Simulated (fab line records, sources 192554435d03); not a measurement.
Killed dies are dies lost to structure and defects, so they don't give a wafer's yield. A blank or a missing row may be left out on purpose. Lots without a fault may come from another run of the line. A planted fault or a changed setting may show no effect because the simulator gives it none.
Which tool did it? | flow n5_finfet | 11 lots, 32 wafers sampled, at 1 step of a route of 1938

WHAT THE GAUGES READ, wafer by wafer
N5_BEOL_M11_CD_MEAS_28: target cd 70 nm.
lot  | measured     | on        | cd_nm (nm)
L102 | day 12 11:52 | cd_sem-01 | 70.2 70.1 69.9
L103 | day 13 06:50 | cd_sem-02 | 70.7 69.8 70.1
L107 | day 14 05:41 | cd_sem-01 | 70.3 69.4 70.6
L110 | day 16 15:08 | cd_sem-03 | 69.5 69.7 69.7
L111 | day 16 20:38 | cd_sem-02 | 69.7 69.3 70.1
L112 | day 17 02:39 | cd_sem-01 | 69.6 70.0 69.0
L117 | day 17 23:58 | cd_sem-02 | 71.1 71.6
L114 | day 18 00:08 | cd_sem-02 | 70.8 69.7 69.4
L115 | day 18 12:20 | cd_sem-03 | 69.0 69.6 69.7
L123 | day 20 12:31 | cd_sem-01 | 68.6 69.1 68.7
L109 | day 20 12:43 | cd_sem-03 | 68.9 68.6 67.6

WHICH TOOL RAN EACH LOT (tool, then ch and the chambers of the sampled wafers, then the start)
The record holds no process step before these readings.

THE ANSWER, worked out from the rows above alone
Rule: what is usual is taken from the lots themselves. Put in order of their means at a reading, lots are off if they are a third of the lots or fewer, leave a main group of 4 or more, and stand apart from it by a gap of 3 or more times the standard deviation of the main group's means; of several such gaps the widest counts. A main group whose means are all the same, to the digits that the tables above print for the reading, isn't used. A lot without any number at a reading at which 4 lots or more have one is off too. The other lots that the step has rows for count as sound.
No lot is off at any reading shown: from this, nothing can be told.

WHAT THE SIMULATOR HAD PUT IN
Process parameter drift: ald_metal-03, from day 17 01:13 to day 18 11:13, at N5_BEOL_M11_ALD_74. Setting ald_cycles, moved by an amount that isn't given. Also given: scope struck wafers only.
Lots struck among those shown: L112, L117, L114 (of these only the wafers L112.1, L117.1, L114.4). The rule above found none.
